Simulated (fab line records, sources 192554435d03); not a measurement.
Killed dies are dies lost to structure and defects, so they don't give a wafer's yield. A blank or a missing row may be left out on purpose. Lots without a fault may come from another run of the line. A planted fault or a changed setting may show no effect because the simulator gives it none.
fab line records | flow n5_finfet | part 2 of 2: steps 4 to 6 of 6
record lots=23 wafers=69 last_day=18
route steps=1938 shown MOL_CONTACT_COAG@543 BEOL_M0_SAQP@632
lots that met no fault: from a run of the same line without faults
start_h: hours from the record's first day to the start of the lot's first wafer shown | wait_h: hours since the lot's step before | " the same as in the row above | L1.1+2: a row that stands for several wafers | - no value, or no start given | * or withheld: withheld | < > ~ a bound
route shown NAME@n: a module of which the file shows steps, and the number in the route of the first | usual: mean/standard deviation of fault-free wafers | same: alike in all rows | chamber/n: place in a boat | sites: the reading at each site | _std_site: their standard deviation | _edge_site: outer sites' mean less inner sites' | radius_mm: how far each site lies from the wafer's centre | mask NAME#n: copy n | behind: the tool/chamber that last shaped the wafer | hold: why the lot was held/for how many hours/how that ended | device: the transistor (n, p or np) that didn't switch | end of line: the same wafers' tests at the end of the route | a step without rows: its recipe alone | killed: dies lost to structure and defects at the first sort, not the wafer's yield | map: a wafer's dies, x killed, . not, _ none there
set.NAME: the setting as run; set.NAME@STEP: as run at that earlier step | model.NAME: the simulator's own value behind a step, which no gauge read
steps of the route over a sample of lots; a table a step, a row a wafer
services: from which hour (start_h, from the record's first day; less than 0 if before it) a tool's chamber was out of use, for how many hours, and why
## steps
# step N5_MOL_CONTACT_COAG_ETCH_66
# recipe chemistry=CF4 target=SiARC target_depth_a=130 mask_material=CAR-EUV time_s=21.7 ion_energy_ev=80 pressure_mtorr=40 source_w=545 bias_w=36 Ar_flow_sccm=100 cf4_flow_sccm=100 ends=cleared
# usual chamber_pressure_mTorr=40.00/0.039 drypump_motor_current_A=5.6/0.51 etch_rf_on_time_s=21.7/0.56 oes_product_au=0.69/0.088 rf_vpp_V=183.9/1.2 showerhead_plenum_p_Torr=2.13/0.068 throttle_valve_pct=15.58/0.23
# columns lot.wafer tool chamber start_h wait_h chamber_pressure_mTorr drypump_motor_current_A etch_rf_on_time_s oes_product_au rf_hours_counter_h rf_vpp_V showerhead_plenum_p_Torr throttle_valve_pct
L074.2 rie_diel-06 2 99.58 0.0 39.99 5.5 21.5 0.77 28 186.8 2.17 15.73
L074.3 " 3 " " 39.97 5.3 21.2 0.60 241 184.0 2.11 15.57
L074.5 " 0 " " 39.96 5.6 21.6 0.60 - 182.1 2.02 15.84
L076.1 rie_diel-01 2 111.56 0.0 40.03 5.1 21.4 0.60 225 182.2 2.12 15.57
L076.3 " 1 " " 39.95 6.7 21.5 0.60 234 183.4 2.11 16.03
L076.5 " 1 " " 39.95 6.6 21.6 0.60 - 183.9 2.11 16.03
L077.2 rie_diel-01 3 118.58 0.0 39.97 6.1 21.8 0.57 250 184.6 2.12 16.07
L077.5 " 1 " " 40.03 6.7 22.0 0.59 - 184.1 2.11 16.05
L077.6 " 0 " " 40.05 6.0 22.9 0.68 - 182.7 2.17 15.55
L078.3 rie_diel-06 2 127.44 0.0 39.96 5.5 21.6 0.75 44 185.5 2.17 15.77
L078.5 " 1 " " 40.05 4.9 22.0 0.70 - 184.5 2.16 15.38
L078.6 " 0 " " 39.96 5.5 21.8 0.59 - 182.2 2.02 15.84
L079.2 rie_diel-02 2 127.94 0.0 39.97 5.4 22.2 0.58 246 183.2 2.03 15.88
L079.5 " 1 " " 40.02 5.4 23.2 0.57 - 182.2 2.05 15.74
L079.6 " 0 " " 40.01 5.6 21.8 0.63 - 183.6 2.05 15.64
L080.2 rie_diel-06 3 142.33 0.0 40.03 5.3 20.8 0.84 3 183.7 2.11 15.15
L080.3 " 1 " " 39.97 4.9 21.9 0.69 109 184.0 2.16 15.37
L080.6 " 1 " " 40.01 4.9 21.8 0.69 - 183.9 2.16 15.39
L081.1 rie_diel-02 1 145.07 0.0 40.04 5.4 22.8 0.58 222 183.9 2.04 15.74
L081.4 " 0 " " 39.99 5.6 21.6 0.63 - 183.4 2.04 15.66
L081.6 " 1 " " 40.00 5.4 22.7 0.58 - 183.3 2.04 15.75
L082.1 rie_diel-06 3 149.43 0.0 40.06 5.3 20.7 0.83 7 183.4 2.11 15.13
L082.2 " 2 " " 39.98 5.5 21.6 0.73 50 186.3 2.16 15.76
L082.5 " 3 " " 40.04 5.3 20.7 0.83 - 183.4 2.11 15.14
L083.2 rie_diel-02 0 157.25 0.0 40.04 5.5 21.6 0.62 179 182.1 2.04 15.67
L083.5 " 1 " " 40.04 5.4 22.9 0.56 - 183.6 2.04 15.77
L083.6 " 0 " " 40.00 5.6 21.5 0.63 - 183.1 2.04 15.69
L084.1 rie_diel-01 1 168.00 0.0 40.04 6.7 21.1 0.83 2 185.0 2.10 15.55
L084.5 " 1 " " 40.03 6.7 21.3 0.83 - 184.2 2.10 15.56
L084.6 " 0 " " 39.95 6.0 22.6 0.66 - 183.1 2.16 15.59
L085.2 rie_diel-06 1 170.50 0.0 39.97 4.9 21.9 0.69 120 185.2 2.16 15.41
L085.3 " 2 " " 39.95 5.5 21.5 0.74 57 184.2 2.16 15.78
L085.5 " 1 " " 39.97 4.9 22.1 0.68 - 184.7 2.16 15.40
L086.1 rie_diel-01 1 177.46 0.0 39.96 6.7 21.0 0.82 6 184.0 2.10 15.56
L086.5 " 3 " " 40.02 6.0 21.0 0.80 - 183.6 2.12 15.60
L086.6 " 1 " " 39.96 6.7 21.0 0.83 - 185.9 2.10 15.58
L087.2 rie_diel-06 3 188.30 0.0 39.97 5.3 21.0 0.79 19 183.1 2.10 15.17
L087.3 " 2 " " 40.02 5.5 21.6 0.73 63 184.5 2.16 15.79
L087.5 " 0 " " 40.00 5.5 21.6 0.82 - 184.9 2.27 15.34
L088.1 rie_diel-06 1 190.21 0.0 40.08 4.9 21.9 0.68 126 184.7 2.16 15.43
L088.3 " 0 " " 40.07 5.5 21.1 0.83 8 186.0 2.27 15.36
L088.5 " 2 " " 40.03 5.5 21.5 0.72 - 184.1 2.16 15.79
L089.1 rie_diel-06 3 193.44 0.0 40.06 5.3 20.9 0.78 22 185.1 2.10 15.17
L089.2 " 1 " " 39.93 4.9 22.1 0.68 128 185.1 2.16 15.41
L089.5 " 0 " " 39.99 5.5 21.3 0.83 - 187.4 2.27 15.35
L091.1 rie_diel-01 1 205.25 0.0 39.93 6.7 21.3 0.81 15 184.4 2.10 15.58
L091.2 " 3 " " 39.93 6.1 21.6 0.77 25 184.9 2.11 15.62
L091.5 " 3 " " 39.95 6.1 21.4 0.77 - 182.5 2.11 15.62
L090.1 rie_diel-01 3 205.68 0.0 39.97 6.1 21.3 0.77 25 183.9 2.11 15.63
L090.3 " 1 " " 39.97 6.7 21.1 0.80 15 182.3 2.10 15.58
L090.4 " 0 " " 40.02 6.0 22.7 0.64 133 185.4 2.15 15.60
L092.1 rie_diel-02 0 213.02 0.0 39.99 5.6 21.4 0.62 198 181.4 2.04 15.71
L092.2 " 3 " " 40.02 6.5 21.4 0.59 221 182.7 2.04 15.49
L092.3 " 2 " " 40.03 5.4 21.9 0.79 19 186.1 2.27 15.42
L093.1 rie_diel-02 2 219.27 0.0 40.02 5.4 22.2 0.78 22 184.3 2.27 15.43
L093.4 " 0 " " 40.05 5.6 21.7 0.62 200 182.1 2.03 15.73
L093.5 " 0 " " 40.05 5.6 21.9 0.60 - 183.1 2.03 15.72
L094.2 rie_diel-06 1 222.05 0.0 40.02 4.9 22.2 0.67 137 183.9 2.15 15.43
L094.4 " 3 " " 40.00 5.3 20.9 0.76 31 184.6 2.10 15.19
L094.5 " 1 " " 40.03 4.9 22.1 0.66 - 184.2 2.15 15.42
L095.2 rie_diel-02 2 229.03 0.0 39.97 5.4 22.2 0.78 25 185.5 2.27 15.46
L095.3 " 3 " " 40.03 6.5 22.0 0.58 227 184.3 2.03 15.52
L095.4 " 2 " " 39.99 5.4 21.9 0.78 - 184.7 2.27 15.45
L096.2 rie_diel-06 0 239.59 0.0 40.03 5.5 21.1 0.79 25 184.5 2.26 15.39
L096.3 " 1 " " 39.97 4.9 22.0 0.67 142 183.7 2.15 15.44
L096.6 " 1 " " 40.00 4.9 22.1 0.67 - 184.2 2.15 15.45
L097.1 rie_diel-06 2 244.86 0.0 39.99 5.5 21.4 0.71 78 183.9 2.15 15.84
L097.5 " 1 " " 40.01 4.9 21.9 0.67 - 184.0 2.15 15.46
L097.6 " 2 " " 40.02 5.5 21.4 0.70 - 184.8 2.15 15.83
# step N5_BEOL_M0_SAQP_PECVD_00
# recipe material=SiCN target_thk_a=80 temp_c=withheld precursor=3MS/NH3 pressure_torr=3 rf_w=202 time_s=14
# usual showerhead_plenum_p_Torr=3.668/0.014 throttle_valve_pct=9.3/0.63
# columns lot.wafer tool chamber start_h wait_h showerhead_plenum_p_Torr throttle_valve_pct
L074.2 pecvd-01 1 104.67 0.2 3.649 8.3
L074.3 " 0 " " 3.671 9.5
L074.5 " 1 " " 3.663 8.5
L076.1 pecvd-01 2 117.89 0.2 3.676 9.0
L076.3 " 0 " " 3.678 9.4
L076.5 " 0 " " 3.687 9.3
L077.2 pecvd-04 1 123.52 0.2 3.658 9.2
L077.5 " 1 " " 3.661 9.5
L077.6 " 0 " " 3.659 11.1
L078.3 pecvd-02 2 134.69 0.1 3.680 9.2
L078.5 " 0 " " 3.644 9.9
L078.6 " 2 " " 3.677 9.3
L079.2 pecvd-01 1 134.70 0.2 3.649 8.4
L079.5 " 0 " " 3.682 9.1
L079.6 " 1 " " 3.657 8.4
L080.2 pecvd-01 1 147.24 0.2 3.654 8.6
L080.3 " 0 " " 3.680 9.4
L080.6 " 0 " " 3.685 9.4
L081.1 pecvd-01 2 150.24 0.2 3.667 8.9
L081.4 " 2 " " 3.673 9.1
L081.6 " 0 " " 3.685 9.4
L082.1 pecvd-04 2 154.35 0.2 3.643 8.5
L082.2 " 1 " " 3.665 9.1
L082.5 " 2 " " 3.655 8.5
L083.2 pecvd-01 0 162.79 0.2 3.678 9.5
L083.5 " 1 " " 3.652 8.3
L083.6 " 0 " " 3.687 9.4
L084.1 pecvd-02 1 173.28 0.2 3.687 9.1
L084.5 " 2 " " 3.681 9.0
L084.6 " 0 " " 3.664 10.0
L085.2 pecvd-02 0 176.58 0.2 3.652 10.0
L085.3 " 2 " " 3.680 9.1
L085.5 " 0 " " 3.656 9.7
L086.1 pecvd-02 0 182.47 0.2 3.653 9.9
L086.5 " 1 " " 3.683 9.2
L086.6 " 0 " " 3.654 9.6
L087.2 pecvd-02 1 193.25 0.2 3.686 8.9
L087.3 " 2 " " 3.686 9.3
L087.5 " 2 " " 3.679 9.2
L088.1 pecvd-01 2 196.24 0.2 3.668 8.9
L088.3 " 0 " " 3.683 9.5
L088.5 " 0 " " 3.687 9.5
L089.1 pecvd-01 2 199.24 0.2 3.669 8.7
L089.2 " 1 " " 3.652 8.5
L089.5 " 2 " " 3.673 9.0
L091.1 pecvd-01 0 210.51 0.2 3.695 9.6
L091.2 " 1 " " 3.662 8.5
L091.5 " 1 " " 3.654 8.5
L090.1 pecvd-01 1 213.51 0.2 3.652 8.4
L090.3 " 0 " " 3.677 9.5
L090.4 " 1 " " 3.652 8.4
L092.1 pecvd-04 2 218.94 0.2 3.650 8.4
L092.2 " 1 " " 3.661 9.3
L092.3 " 0 " " 3.665 10.9
L093.1 pecvd-01 0 225.05 0.2 3.678 9.4
L093.4 " 0 " " 3.676 9.6
L093.5 " 0 " " 3.691 9.3
L094.2 pecvd-02 0 228.03 0.2 3.653 10.1
L094.4 " 1 " " 3.683 9.0
L094.5 " 0 " " 3.646 9.9
L095.2 pecvd-02 0 233.94 0.2 3.653 9.7
L095.3 " 2 " " 3.681 9.5
L095.4 " 2 " " 3.683 9.2
L096.2 pecvd-02 1 244.58 0.2 3.677 9.1
L096.3 " 0 " " 3.660 10.1
L096.6 " 0 " " 3.643 10.0
L097.1 pecvd-04 0 252.58 0.2 3.666 11.1
L097.5 " 1 " " 3.668 9.0
L097.6 " 0 " " 3.669 11.2
# step N5_BEOL_M0_SAQP_ILD_DEP_01
# recipe material=SiOC target_thk_a=454.19 temp_c=350 precursor=DEMS/O2 pressure_torr=5 rf_w=500 time_s=8.7
# usual heater_power_w=509/47 showerhead_plenum_p_Torr=5.698/0.015 throttle_valve_pct=12.2/0.86
# columns lot.wafer tool chamber start_h wait_h heater_power_w showerhead_plenum_p_Torr throttle_valve_pct
L074.2 pecvd-01 1 104.70 0.0 541 5.666 11.2
L074.3 " 0 " " 567 5.726 12.5
L074.5 " 1 " " 546 5.680 11.2
L076.1 pecvd-01 2 117.92 0.0 484 5.712 12.0
L076.3 " 0 " " 552 5.705 12.3
L076.5 " 0 " " 562 5.717 12.2
L077.2 pecvd-04 1 123.54 0.0 418 5.708 12.5
L077.5 " 1 " " 413 5.694 12.0
L077.6 " 0 " " 498 5.707 14.5
L078.3 pecvd-02 2 134.71 0.0 436 5.711 12.2
L078.5 " 0 " " 490 5.674 13.0
L078.6 " 2 " " 423 5.685 12.0
L079.2 pecvd-01 1 134.73 0.0 479 5.691 11.0
L079.5 " 0 " " 576 5.717 12.7
L079.6 " 1 " " 480 5.692 11.2
L080.2 pecvd-01 1 147.26 0.0 518 5.683 11.1
L080.3 " 0 " " 582 5.697 12.3
L080.6 " 0 " " 591 5.697 12.2
L081.1 pecvd-01 2 150.26 0.0 506 5.705 12.1
L081.4 " 2 " " 514 5.703 11.6
L081.6 " 0 " " 578 5.708 12.7
L082.1 pecvd-04 2 154.38 0.0 464 5.673 10.7
L082.2 " 1 " " 419 5.707 12.2
L082.5 " 2 " " 471 5.667 11.1
L083.2 pecvd-01 0 162.82 0.0 493 5.720 12.6
L083.5 " 1 " " 444 5.688 11.2
L083.6 " 0 " " 511 5.710 12.4
L084.1 pecvd-02 1 173.30 0.0 542 5.706 11.9
L084.5 " 2 " " 480 5.720 12.5
L084.6 " 0 " " 507 5.682 13.0
L085.2 pecvd-02 0 176.62 0.0 553 5.684 12.8
L085.3 " 2 " " 437 5.726 12.1
L085.5 " 0 " " 533 5.680 12.9
L086.1 pecvd-02 0 182.50 0.0 526 5.682 13.2
L086.5 " 1 " " 493 5.709 12.0
L086.6 " 0 " " 527 5.693 13.3
L087.2 pecvd-02 1 193.28 0.0 568 5.713 11.7
L087.3 " 2 " " 434 5.700 12.0
L087.5 " 2 " " 433 5.718 12.3
L088.1 pecvd-01 2 196.26 0.0 440 5.700 11.8
L088.3 " 0 " " 567 5.711 12.9
L088.5 " 0 " " 567 5.719 12.4
L089.1 pecvd-01 2 199.27 0.0 491 5.711 11.6
L089.2 " 1 " " 451 5.687 11.3
L089.5 " 2 " " 513 5.704 11.8
L091.1 pecvd-01 0 210.55 0.0 554 5.718 12.8
L091.2 " 1 " " 554 5.677 11.3
L091.5 " 1 " " 549 5.682 11.1
L090.1 pecvd-01 1 213.55 0.0 532 5.695 11.6
L090.3 " 0 " " 492 5.700 12.7
L090.4 " 1 " " 541 5.682 11.2
L092.1 pecvd-04 2 218.96 0.0 557 5.669 11.2
L092.2 " 1 " " 511 5.706 12.0
L092.3 " 0 " " 479 5.691 14.9
L093.1 pecvd-01 0 225.09 0.0 579 5.690 12.4
L093.4 " 0 " " 581 5.711 12.7
L093.5 " 0 " " 587 5.716 12.8
L094.2 pecvd-02 0 228.07 0.0 515 5.678 13.1
L094.4 " 1 " " 568 5.707 12.1
L094.5 " 0 " " 531 5.693 13.1
L095.2 pecvd-02 0 233.97 0.0 555 5.696 13.0
L095.3 " 2 " " 458 5.722 12.4
L095.4 " 2 " " 460 5.702 12.0
L096.2 pecvd-02 1 244.60 0.0 595 5.715 12.0
L096.3 " 0 " " 510 5.682 13.1
L096.6 " 0 " " 505 5.668 13.1
L097.1 pecvd-04 0 252.60 0.0 460 5.687 15.2
L097.5 " 1 " " 495 5.695 12.1
L097.6 " 0 " " 471 5.683 14.9
## services
# columns tool chamber start_h hours kind
pvd_sputter-02 - 78.25 1.7 repair
rie_diel-02 - 96.68 28.1 pm
pvd_sputter-01 - 99.50 4.9 repair
rie_diel-01 - 105.62 2.8 pm
rie_diel-06 3 116.09 - clean
pecvd-04 - 116.67 4.2 repair
rie_diel-02 3 126.12 3.5 repair
rie_diel-02 3 143.67 19.0 repair
pecvd-01 - 145.77 0.4 repair
pvd_sputter-02 - 157.68 14.3 repair
pecvd-01 0 165.47 5.0 scheduled_down
pecvd-01 - 167.41 28.1 pm
pecvd-04 0 185.10 15.7 repair
pecvd-02 - 193.63 1.1 repair
pecvd-01 2 202.38 - clean
pecvd-01 2 202.38 - consumable_replace:showerhead
pecvd-01 2 202.38 29.0 scheduled_down
pecvd-01 2 202.38 29.0 vent_cycle
pvd_sputter-02 - 207.32 1.6 repair
rie_diel-02 1 209.60 1.2 repair
rie_diel-06 2 212.80 6.6 repair
pecvd-02 2 227.03 2.5 repair
pecvd-04 - 229.60 7.4 repair
rie_diel-01 0 231.78 6.0 repair
